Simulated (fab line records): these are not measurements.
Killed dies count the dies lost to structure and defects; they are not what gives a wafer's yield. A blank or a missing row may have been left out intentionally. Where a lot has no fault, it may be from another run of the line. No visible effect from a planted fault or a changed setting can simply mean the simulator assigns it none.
Matching of chambers | flow nandHarc | rieDiel-05 running NHARC_A_CHANNEL_HOLE_D2_DESCUM_15: 4 sister chambers
The step chemistry O2, time 3 s. 4 wafers are shown with their chamber, then 11 later ones without.

WAFERS PAIRED WITH THEIR CHAMBERS
wafer  | chamber | drypumpMotorCurrentA (A)
L085.1 | 3       | 6.34
L087.2 | 2       | 6.16
L089.5 | 0       | 5.54
L092.1 | 1       | 5.74

WAFERS WITHOUT THEIR CHAMBER
wafer  | drypumpMotorCurrentA (A)
L092.2 | 6.12
L092.5 | 5.73
L095.1 | 6.33
L095.3 | 6.20
L095.4 | 5.53
L096.1 | 5.74
L096.4 | 6.33
L096.6 | 5.55
L097.1 | 5.54
L097.2 | 6.13
L097.5 | 5.72

EACH ONE'S CHAMBER
wafer  | from the rows above | in truth
L092.2 | 2                   | 2
L092.5 | 1                   | 1
L095.1 | 3                   | 3
L095.3 | 2                   | 2
L095.4 | 0                   | 0
L096.1 | 1                   | 1
L096.4 | 3                   | 3
L096.6 | 0                   | 0
L097.1 | 0                   | 0
L097.2 | 2                   | 2
L097.5 | 1                   | 1
Placed correctly: 11 of 11. Left unplaced by these rows: 0. Number placed wrongly: 0.
How it was worked out, from the rows above alone: a wafer's distance from a chamber is the root of the sum, over the readings, of the square of ((its reading less the chamber's mean) divided by the reading's scatter). If the next closest chamber is less than 2 further off than the closest, the wafer can't be placed; otherwise it belongs to the closest. The mean given for a chamber averages the wafers shown for that chamber. The scatter: with one shown wafer a chamber, the root of the mean of the squares of how far each hidden wafer lies from its nearest shown one.
